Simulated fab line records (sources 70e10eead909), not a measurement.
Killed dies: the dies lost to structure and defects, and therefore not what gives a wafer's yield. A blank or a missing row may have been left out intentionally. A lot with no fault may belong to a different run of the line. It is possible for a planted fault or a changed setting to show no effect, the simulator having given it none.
Chamber matching + flow nand harc + rie diel-10 running NHARC_A_STAIRCASE_ETCHBACK_422: 4 sister chambers
The step etches the open film in CH3F/O2, target depth 40 nm, time 74.286 s. 4 wafers are shown with their chamber, then 9 later ones without.

## EACH WAFER AND ITS CHAMBER
| wafer  | chamber | showerhead plenum p Torr (Torr) |
|--------|---------|---------------------------------|
| L089.2 | 3       | 2.47                            |
| L089.3 | 2       | 2.64                            |
| L091.4 | 1       | 2.37                            |
| L091.5 | 0       | 2.41                            |

## WAFERS WHOSE CHAMBER IS MISSING
| wafer  | showerhead plenum p Torr (Torr) |
|--------|---------------------------------|
| L092.3 | 2.40                            |
| L092.4 | 2.47                            |
| L092.5 | 2.47                            |
| L095.1 | 2.64                            |
| L095.4 | 2.36                            |
| L095.5 | 2.46                            |
| L097.1 | 2.63                            |
| L097.3 | 2.40                            |
| L097.5 | 2.46                            |

## EACH ONE'S CHAMBER
| wafer  | from the rows above | in truth |
|--------|---------------------|----------|
| L092.3 | 0                   | 0        |
| L092.4 | 3                   | 3        |
| L092.5 | 3                   | 3        |
| L095.1 | 2                   | 2        |
| L095.4 | 1                   | 1        |
| L095.5 | 3                   | 3        |
| L097.1 | 2                   | 2        |
| L097.3 | 0                   | 0        |
| L097.5 | 3                   | 3        |
Placed correctly: 9 of 9. From these rows, 0 cannot be placed. 0 placed wrongly.
How it was worked out, from the rows above alone: a wafer's distance from a chamber is the root of the sum, over the readings, of the square of ((its reading less the chamber's mean) divided by the reading's scatter). If the next closest chamber is less than 2 further off than the closest, the wafer can't be placed; otherwise it belongs to the closest. A chamber's mean is the mean of its shown wafers. The scatter: root of mean squared gap, hidden wafer to nearest shown wafer, with one shown wafer a chamber.
